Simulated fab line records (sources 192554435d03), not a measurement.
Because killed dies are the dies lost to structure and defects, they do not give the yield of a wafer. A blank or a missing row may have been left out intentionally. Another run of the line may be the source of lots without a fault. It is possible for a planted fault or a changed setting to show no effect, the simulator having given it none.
Which tool did it? + flow n5_finfet + 12 lots, 36 wafers sampled, at 5 steps of a route of 1938

## WHAT THE GAUGES READ, wafer by wafer
N5_DUMMY_GATE_THK_MEAS_05.
| lot  | measured    | on            | thk_nm (nm)    |
|------|-------------|---------------|----------------|
| L075 | day 2 23:38 | film_metro-02 | 73.4 73.1 74.2 |
| L077 | day 3 12:38 | film_metro-02 | 71.5 71.8 71.4 |
| L079 | day 3 23:50 | film_metro-01 | 71.5 70.7 73.4 |
| L081 | day 4 13:51 | film_metro-01 | 71.6 73.8 71.7 |
| L083 | day 4 23:08 | film_metro-01 | 71.2 70.6 73.3 |
| L085 | day 5 14:47 | film_metro-02 | 71.1 71.6 70.2 |
| L087 | day 6 00:01 | film_metro-01 | 71.1 70.5 71.2 |
| L089 | day 6 15:09 | film_metro-01 | 71.5 71.3 72.7 |
| L091 | day 6 23:41 | film_metro-01 | 68.8 68.8 72.3 |
| L093 | day 7 12:17 | film_metro-01 | 71.8 71.3 73.1 |
| L095 | day 7 22:42 | film_metro-02 | 73.0 71.3 71.0 |
| L097 | day 8 11:20 | film_metro-02 | 71.6 72.6 71.1 |

## WHAT TOOL EACH LOT RAN ON (gives the tool, then ch and the chambers of the sampled wafers, and finally the start)
| lot  | N5_FIN_CUT_PRECLEAN_35            | N5_FIN_CUT_STRIP_22               | N5_STI_FIN_REVEAL_ALD_00         | N5_STI_FIN_REVEAL_ETCHBACK_08     |
|------|-----------------------------------|-----------------------------------|----------------------------------|-----------------------------------|
| L075 | vapor_etch-02 ch 0,1, day 2 09:46 | rie_diel-05 ch 0,1, day 2 09:58   | ald_sin-03 ch 0,1, day 2 10:09   | rie_diel-04 ch 1,2,3, day 2 15:53 |
| L077 | vapor_etch-02 ch 0,1, day 2 22:10 | rie_diel-05 ch 0,3, day 2 22:22   | ald_sin-03 ch 1,2, day 2 22:34   | rie_diel-04 ch 0,1,2, day 3 04:14 |
| L079 | vapor_etch-02 ch 0,1, day 3 09:24 | rie_diel-03 ch 0,1,2, day 3 09:40 | ald_sin-01 ch 2,3, day 3 09:52   | rie_diel-04 ch 0,1,2, day 3 16:08 |
| L081 | vapor_etch-02 ch 0,1, day 3 23:51 | rie_diel-01 ch 0,3, day 4 00:05   | ald_sin-02 ch 0,2,3, day 4 00:17 | rie_diel-02 ch 0,1,2, day 4 06:35 |
| L083 | vapor_etch-02 ch 0,1, day 4 09:46 | rie_diel-03 ch 2,3, day 4 10:03   | ald_sin-03 ch 0,2,3, day 4 10:15 | rie_diel-06 ch 0,1,3, day 4 15:53 |
| L085 | vapor_etch-01 ch 0, day 5 01:18   | rie_diel-03 ch 0,1,2, day 5 01:34 | ald_sin-01 ch 0,2,3, day 5 01:50 | rie_diel-04 ch 0,1,2, day 5 07:27 |
| L087 | vapor_etch-01 ch 0,1, day 5 10:27 | rie_diel-05 ch 0,1,2, day 5 10:39 | ald_sin-02 ch 0,1,3, day 5 10:51 | rie_diel-04 ch 0,2, day 5 16:32   |
| L089 | vapor_etch-02 ch 0,1, day 6 01:43 | rie_diel-03 ch 1,2, day 6 01:55   | ald_sin-03 ch 0,1,3, day 6 02:11 | rie_diel-02 ch 2,3, day 6 07:52   |
| L091 | vapor_etch-02 ch 0,1, day 6 09:43 | rie_diel-03 ch 0,1,2, day 6 09:57 | ald_sin-01 ch 0,1,2, day 6 10:09 | rie_diel-02 ch 0,1,2, day 6 16:22 |
| L093 | vapor_etch-01 ch 0,1, day 6 21:49 | rie_diel-03 ch 0,2,3, day 6 22:02 | ald_sin-02 ch 0,3, day 6 23:14   | rie_diel-02 ch 2,3, day 7 05:04   |
| L095 | vapor_etch-02 ch 0,1, day 7 09:21 | rie_diel-01 ch 0,1,3, day 7 09:34 | ald_sin-02 ch 1,2,3, day 7 09:45 | rie_diel-04 ch 0,1,3, day 7 15:23 |
| L097 | vapor_etch-02 ch 0,1, day 7 21:16 | rie_diel-01 ch 1,3, day 7 21:28   | ald_sin-02 ch 1,2,3, day 7 21:43 | rie_diel-04 ch 0,1,3, day 8 03:37 |
- N5_FIN_CUT_PRECLEAN_35: cleans in vHF, time 13.3 s.
- N5_FIN_CUT_STRIP_22: strips in N2/H2.
- N5_STI_FIN_REVEAL_ALD_00: deposits SiO2, target thk 1 nm, pulse time 1 s.
- N5_STI_FIN_REVEAL_ETCHBACK_08: etches SiO2 in C4F6/O2, target depth 30.5 nm, time 10.167 s.

## THE ANSWER, worked out from the rows above alone
Rule: the lots themselves supply what counts as usual. The widest of any qualifying gaps counts: lots, ordered by their means at a reading, are off when they make up no more than a third of the lots, leave a main group of 4 or more, and stand apart from it by 3 or more times the standard deviation of that group's means. Not used: any main group whose means are identical at the precision the tables above print for the reading. Also off: a lot with no number at a reading for which 4 or more lots have one. All remaining lots with rows at the step are treated as sound.
No lot is off on any of the readings shown, so nothing can be concluded from this.

## WHAT WAS PUT IN BY THE SIMULATOR
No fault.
